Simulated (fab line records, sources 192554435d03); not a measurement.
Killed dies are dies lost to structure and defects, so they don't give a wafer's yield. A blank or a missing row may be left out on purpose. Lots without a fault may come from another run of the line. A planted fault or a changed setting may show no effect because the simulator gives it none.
Chamber matching | flow n5_finfet | N5_BEOL_M4_STRIP_36 on rie_diel-02: 4 sister chambers
The step strips in N2/H2. 4 wafers are shown with their chamber, then 11 later ones without.

WAFERS WITH THEIR CHAMBER
wafer  | chamber | showerhead_plenum_p_Torr (Torr)
L084.1 | 2       | 2.47
L090.2 | 3       | 2.62
L090.4 | 0       | 2.62
L091.1 | 1       | 2.48

WAFERS WITHOUT THEIR CHAMBER
wafer  | showerhead_plenum_p_Torr (Torr)
L091.2 | 2.61
L091.4 | 2.61
L094.1 | 2.47
L094.3 | 2.61
L094.4 | 2.48
L096.1 | 2.47
L096.5 | 2.46
L096.6 | 2.61
L097.2 | 2.61
L097.5 | 2.47
L097.6 | 2.61

WHICH CHAMBER EACH WENT THROUGH
wafer  | from the rows above     | in truth
L091.2 | can't be placed: 0 or 3 | 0
L091.4 | can't be placed: 0 or 3 | 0
L094.1 | can't be placed: 2 or 1 | 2
L094.3 | can't be placed: 0 or 3 | 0
L094.4 | can't be placed: 1 or 2 | 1
L096.1 | can't be placed: 2 or 1 | 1
L096.5 | can't be placed: 2 or 1 | 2
L096.6 | can't be placed: 0 or 3 | 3
L097.2 | can't be placed: 0 or 3 | 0
L097.5 | can't be placed: 2 or 1 | 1
L097.6 | can't be placed: 0 or 3 | 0
Placed correctly: 0 of 11. Can't be placed from these rows: 11 (the true chamber is among the candidates in 11). Placed wrongly: 0.
How it was worked out, from the rows above alone: a wafer's distance from a chamber is the root of the sum, over the readings, of the square of ((its reading less the chamber's mean) divided by the reading's scatter). The wafer belongs to the nearest chamber; if the next one is less than 2 further off, it can't be placed. A chamber's mean is the mean of its shown wafers. The scatter: with one shown wafer a chamber, the root of the mean of the squares of how far each hidden wafer lies from its nearest shown one.
